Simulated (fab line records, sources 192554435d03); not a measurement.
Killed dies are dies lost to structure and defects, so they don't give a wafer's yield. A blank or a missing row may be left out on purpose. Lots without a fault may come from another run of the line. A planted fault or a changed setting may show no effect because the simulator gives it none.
Which tool did it? | flow n5_finfet | 9 lots, 27 wafers sampled, at 5 steps of a route of 1938

WHAT THE GAUGES READ, wafer by wafer
N5_BEOL_M4_RC_MEAS_101. Usual: DIBL_N 36.1 mV/V, standard deviation 1.6; DIBL_P 35.7 mV/V, standard deviation 1.8; IOFF_N 0.159 nA/um, standard deviation 0.027; IOFF_P 0.21 nA/um, standard deviation 0.03; ION_N 673 uA/um, standard deviation 10; ION_P 462 uA/um, standard deviation 7.4; SS_N 71.4 mV/dec, standard deviation 0.56; SS_P 73.2 mV/dec, standard deviation 0.61; VT_N 249.7 mV, standard deviation 3; VT_P -250 mV, standard deviation 3.1.
lot  | measured     | on        | DIBL_N (mV/V)  | DIBL_P (mV/V)  | IOFF_N (nA/um)    | IOFF_P (nA/um) | ION_N (uA/um) | ION_P (uA/um) | SS_N (mV/dec)  | SS_P (mV/dec)  | VT_N (mV)         | VT_P (mV)      | flag
L491 | day 8 15:06  | prober-02 | 33.5 35.2 37.1 | 30.8 33.0 34.6 | 0.133 0.156 0.187 | 0.20 0.23 0.26 | 683 686 677   | 480 476 471   | 70.9 70.7 72.3 | 72.1 72.6 73.4 | 249.5 249.5 245.7 | -248 -246 -244 |
L492 | day 8 17:19  | prober-02 | 36.6           | 35.8           | 0.136             | 0.18           | 662           | 451           | 71.7           | 73.1           | 253.1             | -254           |
L494 | day 9 06:56  | prober-02 | 36.3 36.4 36.9 | 36.8 36.8 38.2 | 0.176 0.164 0.171 | 0.18 0.18 0.22 | 673 676 683   | 447 449 455   | 72.0 72.0 72.6 | 73.6 73.6 73.5 | 248.2 250.7 250.2 | -254 -252 -252 |
L500 | day 10 21:25 | prober-01 | 38.7 37.7 36.6 | 37.3 36.7 34.5 | 0.185 0.170 0.151 | 0.24 0.22 0.19 | 683 676 654   | 466 463 450   | 71.8 71.8 71.3 | 73.4 74.3 73.6 | 248.5 249.2 253.6 | -250 -248 -251 |
L504 | day 11 15:35 | prober-02 | 36.1 35.4 37.2 | 36.2 35.9 38.5 | 0.161 0.151 0.198 | 0.22 0.22 0.26 | 682 681 694   | 473 466 471   | 72.0 71.7 71.3 | 72.8 73.7 72.9 | 248.9 250.4 244.0 | -245 -246 -246 |
L505 | day 12 12:33 | prober-02 | 35.1 38.1 35.5 | 36.0 38.5 36.5 | 0.152 0.243 0.172 | 0.20 0.25 0.20 | 684 688 685   | 468 466 461   | 71.3 72.3 72.0 | 72.8 73.2 72.8 | 249.8 242.1 246.1 | -252 -249 -249 |
L506 | day 12 17:29 | prober-01 | 35.4 38.7 39.3 | 35.2 38.5 38.7 | 0.131 0.195 0.200 | 0.18 0.23 0.23 | 675 679 686   | 462 463 466   | 70.7 71.5 71.9 | 72.7 74.0 74.1 | 249.4 246.7 248.2 | -251 -249 -246 |
L507 | day 12 18:56 | prober-02 | 37.5 34.7 36.6 | 34.8 31.6 34.2 | 0.156 0.118 0.154 | 0.19 0.15 0.19 | 660 643 677   | 450 447 460   | 71.6 71.4 70.9 | 73.1 72.4 73.1 | 251.8 254.1 250.6 | -251 -255 -256 |
L510 | day 15 05:43 | prober-01 | 35.2 34.7 36.7 | 34.8 33.7 36.9 | 0.156 0.139 0.201 | 0.22 0.20 0.26 | 662 670 694   | 460 468 482   | 71.1 70.9 71.0 | 73.1 72.1 73.1 | 247.2 251.6 243.3 | -244 -245 -242 |

N5_PASSIVATION_OVL_MEAS_66. Usual: PASS_OPEN_OVL -2 nm, standard deviation 6.2.
lot  | measured     | on         | PASS_OPEN_OVL (nm) | flag
L491 | day 13 01:05 | overlay-01 | 2 8 -6             |
L492 | day 13 02:04 | overlay-01 | 5                  |
L494 | day 13 12:07 | overlay-02 | 5 -2 0             |
L500 | day 15 01:37 | overlay-01 | 2 10 4             |
L504 | day 16 04:37 | overlay-02 | -4 -6 10           |
L505 | day 16 13:04 | overlay-01 | -2 -7 -8           |
L506 | day 16 17:22 | overlay-01 | -2 -5 3            |
L507 | day 16 17:04 | overlay-01 | -6 3 -1            |
L510 | day 19 14:52 | overlay-01 | 3 8 0              |

WHICH TOOL RAN EACH LOT (tool, then ch and the chambers of the sampled wafers, then the start)
lot  | N5_FIN_CUT_ETCH_21                | N5_PASSIVATION_DEGAS_18      | N5_PASSIVATION_PECVD_35
L491 | rie_diel-02 ch 1,2,3, day 2 21:10 | pvd_sputter-01, day 12 22:40 | pecvd-02 ch 0,1,2, day 13 00:37
L492 | rie_diel-02 ch 0,2, day 3 04:05   | pvd_sputter-01, day 12 23:31 | pecvd-03 ch 2, day 13 01:29
L494 | rie_diel-05 ch 1,2,3, day 3 16:01 | pvd_sputter-01, day 13 09:20 | pecvd-04 ch 0,2, day 13 11:31
L500 | rie_diel-05 ch 0,1,2, day 5 03:33 | pvd_sputter-03, day 14 22:55 | pecvd-02 ch 0,1,2, day 15 01:02
L504 | rie_diel-02 ch 0,1, day 6 02:35   | pvd_sputter-03, day 16 02:07 | pecvd-04 ch 0,1, day 16 04:09
L505 | rie_diel-02 ch 1,2, day 6 08:27   | pvd_sputter-02, day 16 10:17 | pecvd-04 ch 1,2, day 16 12:26
L506 | rie_diel-05 ch 1,2, day 6 14:25   | pvd_sputter-01, day 16 14:50 | pecvd-03 ch 1,2, day 16 16:55
L507 | rie_diel-02 ch 1,2, day 6 21:09   | pvd_sputter-03, day 16 14:20 | pecvd-02 ch 0,1,2, day 16 16:35
L510 | rie_diel-02 ch 1,2,3, day 7 15:28 | pvd_sputter-01, day 19 12:19 | pecvd-02 ch 0,2, day 19 14:24
- N5_FIN_CUT_ETCH_21: etches SOC in N2/H2, target depth 219 nm, overetch 43.8 nm, time 523.5 s.
- N5_PASSIVATION_DEGAS_18: time 60 s.
- N5_PASSIVATION_PECVD_35: deposits SiNx from SiH4/NH3/N2, target thk 700 nm, time 151.3 s.

WHAT THE TOOLS THEMSELVES READ (means of the sampled wafers that have a number; where no wafer has one, the mark that the record gives instead)
N5_FIN_CUT_ETCH_21. Usual: drypump_motor_current_A 5.6 A, standard deviation 0.38; n2_flow_sccm 200.0 sccm, standard deviation 0.55; oes_product_au 0.72 a.u., standard deviation 0.069; rf_vpp_V 241.1 V, standard deviation 1.3; showerhead_plenum_p_Torr 2.57 Torr, standard deviation 0.086; throttle_valve_pct 17.99 %, standard deviation 0.27.
lot  | tool        | drypump_motor_current_A (A) | n2_flow_sccm (sccm) | oes_product_au (a.u.) | rf_vpp_V (V) | showerhead_plenum_p_Torr (Torr) | throttle_valve_pct (%) | flag
L491 | rie_diel-02 | 5.9                         | 199.9               | 0.76                  | 241.0        | 2.56                            | 17.94                  |
L492 | rie_diel-02 | 5.6                         | 200.1               | 0.75                  | 241.1        | 2.62                            | 17.87                  |
L494 | rie_diel-05 | 5.8                         | 199.7               | 0.74                  | 240.0        | 2.49                            | 17.89                  |
L500 | rie_diel-05 | 5.6                         | 199.9               | 0.70                  | 241.0        | 2.56                            | 18.21                  |
L504 | rie_diel-02 | 5.7                         | 200.2               | 0.77                  | 241.3        | 2.58                            | 18.01                  |
L505 | rie_diel-02 | 5.9                         | 200.0               | 0.74                  | 240.8        | 2.64                            | 17.89                  |
L506 | rie_diel-05 | 6.0                         | 200.5               | 0.74                  | 241.0        | 2.54                            | 18.06                  |
L507 | rie_diel-02 | 5.9                         | 200.5               | 0.78                  | 242.0        | 2.61                            | 17.99                  |
L510 | rie_diel-02 | 5.8                         | 200.1               | 0.79                  | 242.6        | 2.66                            | 17.85                  |

N5_PASSIVATION_DEGAS_18. Usual: heater_power_w 449 W, standard deviation 37.
lot  | tool           | heater_power_w (W) | flag
L491 | pvd_sputter-01 | 455                |
L492 | pvd_sputter-01 | 502                |
L494 | pvd_sputter-01 | 451                |
L500 | pvd_sputter-03 | 455                |
L504 | pvd_sputter-03 | 409                |
L505 | pvd_sputter-02 | 458                |
L506 | pvd_sputter-01 | 451                |
L507 | pvd_sputter-03 | 451                |
L510 | pvd_sputter-01 | 466                |

N5_PASSIVATION_PECVD_35. Usual: chamber_pressure_Torr 4.899 Torr, standard deviation 0.011; heater_power_w 387 W, standard deviation 81; showerhead_plenum_p_Torr 8.65 Torr, standard deviation 0.03; throttle_valve_pct 28.4 %, standard deviation 1.2.
lot  | tool     | chamber_pressure_Torr (Torr) | heater_power_w (W) | showerhead_plenum_p_Torr (Torr) | throttle_valve_pct (%) | flag
L491 | pecvd-02 | 4.899                        | 348                | 8.66                            | 28.6                   |
L492 | pecvd-03 | 4.901                        | 390                | 8.60                            | 26.0                   |
L494 | pecvd-04 | 4.891                        | 383                | 8.65                            | 27.8                   |
L500 | pecvd-02 | 4.898                        | 346                | 8.63                            | 28.7                   |
L504 | pecvd-04 | 4.896                        | 505                | 8.68                            | 28.3                   |
L505 | pecvd-04 | 4.895                        | 455                | 8.66                            | 27.9                   |
L506 | pecvd-03 | 4.898                        | 363                | 8.64                            | 27.6                   |
L507 | pecvd-02 | 4.902                        | 366                | 8.66                            | 28.7                   |
L510 | pecvd-02 | 4.903                        | 386                | 8.65                            | 29.0                   |

THE ANSWER, worked out from the rows above alone
Rule: a lot is off if the mean of its wafers that have a number lies more than 3 standard deviations from the usual mean. A lot without any number at a reading at which 4 lots or more have one is off too. The other lots that the step has rows for count as sound. The gauges are gone through in route order, then the tools' own readings, and for those a lot's mean is taken as printed above. The first step at which some lot is off is used, and at that step the reading that is off furthest; a lot without a number counts as furthest.
No lot is off at any reading shown: from this, nothing can be told.

WHAT THE SIMULATOR HAD PUT IN
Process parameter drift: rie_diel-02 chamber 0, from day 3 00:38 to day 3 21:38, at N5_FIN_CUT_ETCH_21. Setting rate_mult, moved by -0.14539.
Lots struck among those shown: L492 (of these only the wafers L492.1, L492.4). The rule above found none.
